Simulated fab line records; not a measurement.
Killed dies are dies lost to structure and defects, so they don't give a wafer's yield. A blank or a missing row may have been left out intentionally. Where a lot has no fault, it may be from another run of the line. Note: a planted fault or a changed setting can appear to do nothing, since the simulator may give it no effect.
Lot-split experiment -- flow n5 finfet -- route with 1938 steps; 7 lots, 21 wafers read

## ABOUT THE SPLIT
At N5_BEOL_M13_EXPOSE_07 (exposes mask V12), the setting dose mj was moved away from the recipe's 24.8 on 7 of the 21 wafers read, by -6.2% to +6.2%. This setting was run at the recipe's value on the other wafers.

## FROM THE SPLIT TO THE READING: what the file shows between them, 3 steps
- N5_BEOL_M13_PEB_08: peb time 90 s
- N5_BEOL_M13_DEVELOP_09: develop time 45 s
- N5_BEOL_M13_HARDBAKE_14: time 120 s

## THE READING
cd nm (nm) at N5_BEOL_M13_CD_MEAS_10, where the cd target is 190 nm. On this fab line, fault-free wafers typically give 189.1 nm with a standard deviation of 1.5 nm.

wafer,"tool, chamber at the split",dose mj as run,against the recipe,"cd nm, nm",against lot-mates on the recipe
L074.4,"krf scanner-02, 0",24.8,recipe,192.0,-
L074.5,"krf scanner-02, 0",24.8,recipe,191.3,-
L074.6,"krf scanner-02, 0",24.8,recipe,191.3,-
L080.1,"krf scanner-01, 0",24.04,-3.1%,185.4,-1.7
L080.3,"krf scanner-01, 0",24.8,recipe,187.6,-
L080.4,"krf scanner-01, 0",24.8,recipe,186.7,-
L082.1,"krf scanner-01, 0",24.8,recipe,188.0,-
L082.4,"krf scanner-01, 0",23.91,-3.6%,186.2,-1.7
L082.5,"krf scanner-01, 0",24.8,recipe,187.7,-
L088.1,"krf scanner-02, 0",26.35,+6.2%,197.3,+6.9
L088.3,"krf scanner-02, 0",24.8,recipe,190.4,-
L088.5,"krf scanner-02, 0",26.35,+6.2%,196.1,+5.7
L090.2,"krf scanner-01, 0",24.24,-2.3%,187.9,-1.1
L090.5,"krf scanner-01, 0",24.24,-2.3%,185.5,-3.5
L090.6,"krf scanner-01, 0",24.8,recipe,189.0,-
L096.2,"krf scanner-02, 0",24.8,recipe,188.0,-
L096.5,"krf scanner-02, 0",24.8,recipe,190.6,-
L096.6,"krf scanner-02, 0",24.8,recipe,187.7,-
L095.2,"krf scanner-02, 0",24.8,recipe,186.3,-
L095.3,"krf scanner-02, 0",23.26,-6.2%,179.1,-8.7
L095.5,"krf scanner-02, 0",24.8,recipe,189.2,-

FIT RESULTS
A straight line over all 21 wafers: cd nm changes by +1.27 nm for each +1% of dose mj; r = +0.90; the points scatter about the line by 1.7 nm.
The same after taking each lot's own level away (the mean of its wafers on the recipe; 21 wafers): +1.03 nm for each +1%; r = +0.93; scatter 1.1 nm.
On that fit, the largest move of dose mj shifts the reading by 6.5 nm.
Across the lots, their own levels run from 187.15 to 191.53 nm, a range of 2.9 times the standard deviation given above.
Hence the slope depends on the lot-to-lot level, as the two fits are not the same.
Check: with one of the wafers moved furthest among these (+6.2%) left out of the fit, the line predicts +6.33 nm for it against its lot-mates. It came out at +6.9 nm against them.

## OTHER SPLITS APPLIED TO THESE WAFERS
These wafers also went through other splits before the reading. Each is held against what the fit with the lots' levels taken away leaves over:
other split on the same wafers,wafers away from the commonest value,r with cd nm (lot level and that fit taken away)
N5_BEOL_M10_TRENCH_ETCH_37 time s,7,-0.25
N5_BEOL_M12_SPUTTER_43 power w,7,-0.19
N5_BEOL_M12_DEP_53 time s,9,-0.49

## FILE'S OWN FIT
cd nm changes by +1.04 nm for each +1% of dose mj, r = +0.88.
